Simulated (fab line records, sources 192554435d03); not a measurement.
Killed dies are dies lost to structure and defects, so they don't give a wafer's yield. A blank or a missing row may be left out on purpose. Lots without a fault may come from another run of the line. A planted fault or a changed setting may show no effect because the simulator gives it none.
One fault seen from 2 desks | flow n5_finfet | each desk has only its own numbers; what lay behind them comes last

THE TOOL OWNER'S DESK: rie_diel-03
The tool's own readings at N5_MOL_CONTACT_COAG_CONTACT_ETCH_14 (etches SiO2 in C4F6/O2, target depth 27.5 nm, overetch 8.5 nm, time 20 s): means of the sampled wafers that have a number, for each lot that ran on this tool. A lot is out of limits, marked OUT, if its mean lies more than 4 standard deviations from the usual mean; the brackets give that distance.
Columns: A = chamber_pressure_mTorr at N5_MOL_CONTACT_COAG_CONTACT_ETCH_14, usual 29.998 mTorr; B = drypump_motor_current_A at N5_MOL_CONTACT_COAG_CONTACT_ETCH_14, usual 5.7 A; C = oes_product_au at N5_MOL_CONTACT_COAG_CONTACT_ETCH_14, usual 0.69 a.u.; D = rf_vpp_V at N5_MOL_CONTACT_COAG_CONTACT_ETCH_14, usual 693 V; E = run_length_s at N5_MOL_CONTACT_COAG_CONTACT_ETCH_14, usual 43.4 s; F = showerhead_plenum_p_Torr at N5_MOL_CONTACT_COAG_CONTACT_ETCH_14, usual 2.91 Torr; G = throttle_valve_pct at N5_MOL_CONTACT_COAG_CONTACT_ETCH_14, usual 21.31 %
lot  | first seen here | A      | B   | C    | D   | E               | F    | G
L887 | day 6 05:23     | 29.999 | 5.8 | 0.70 | 697 | 43.4            | 3.02 | 21.30
L890 | day 6 17:34     | 30.019 | 5.6 | 0.73 | 694 | 43.8            | 2.96 | 21.12
L900 | day 9 07:52     | 30.049 | 5.6 | 0.68 | 697 | 42.6            | 3.01 | 21.42
L901 | day 9 13:56     | 29.986 | 5.6 | 0.75 | 699 | 40.6 (-4.4) OUT | 3.01 | 21.45
L902 | day 9 16:54     | 29.968 | 5.7 | 0.74 | 698 | 40.4 (-4.8) OUT | 3.01 | 21.45
This desk's finding: out of limits on L901, L902; first on L901, day 9 13:56 (run_length_s at N5_MOL_CONTACT_COAG_CONTACT_ETCH_14). In limits: L887, L890, L900.

THE METROLOGY DESK
What the gauges read, lot by lot, whatever tool the lot ran on: means of the sampled wafers that have a number. A lot is out of limits, marked OUT, if its mean lies more than 4 standard deviations from the usual mean; the brackets give that distance. Of its 11 readings 7 are shown: those that lie furthest out on some lot.
Columns: A = IOFF_N at N5_BEOL_M4_RC_MEAS_101, usual 0.157 nA/um; B = IOFF_P at N5_BEOL_M4_RC_MEAS_101, usual 0.22 nA/um; C = ION_N at N5_BEOL_M4_RC_MEAS_101, usual 675 uA/um; D = ION_P at N5_BEOL_M4_RC_MEAS_101, usual 465 uA/um; E = SS_P at N5_BEOL_M4_RC_MEAS_101, usual 73.3 mV/dec; F = VT_N at N5_BEOL_M4_RC_MEAS_101, usual 249.8 mV; G = VT_P at N5_BEOL_M4_RC_MEAS_101, usual -249 mV
lot  | first seen here | A     | B    | C   | D   | E    | F     | G
L885 | day 5 20:34     | 0.153 | 0.21 | 680 | 467 | 73.3 | 250.7 | -250
L887 | day 6 05:36     | 0.168 | 0.22 | 677 | 469 | 73.0 | 248.2 | -251
L889 | day 6 12:55     | 0.151 | 0.19 | 671 | 459 | 72.5 | 248.6 | -250
L890 | day 6 17:47     | 0.170 | 0.24 | 681 | 469 | 73.5 | 248.8 | -246
L891 | day 7 02:29     | 0.162 | 0.24 | 683 | 471 | 72.6 | 246.9 | -247
L892 | day 7 07:13     | 0.168 | 0.22 | 682 | 466 | 73.6 | 249.3 | -248
L893 | day 7 14:13     | 0.162 | 0.19 | 671 | 457 | 73.3 | 249.4 | -253
L900 | day 9 08:05     | 0.132 | 0.16 | 658 | 449 | 73.6 | 253.1 | -259
L901 | day 9 14:08     | 0.115 | 0.18 | 658 | 459 | 73.1 | 254.7 | -252
L902 | day 9 17:07     | 0.206 | 0.26 | 675 | 463 | 74.6 | 247.8 | -247
This desk's finding: nothing out of limits on any of the 10 lots.

PUT TOGETHER
The tool owner's desk could have raised an alarm at day 9 13:56, on L901, L902.
The metrology desk saw nothing out of limits.
The metrology desk has L901, L902 on record, within its limits.
Of the lots named, all ran N5_MOL_CONTACT_COAG_CONTACT_ETCH_14 on rie_diel-03.

WHAT THE SIMULATOR HAD PUT IN
Process parameter drift: rie_diel-03, from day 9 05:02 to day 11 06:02, at N5_MOL_CONTACT_COAG_CONTACT_ETCH_14. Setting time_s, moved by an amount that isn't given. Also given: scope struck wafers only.
Lots struck among those shown: L901, L902.
Hours from the fault's start to each desk's first reading out of limits: the tool owner's desk, 9.
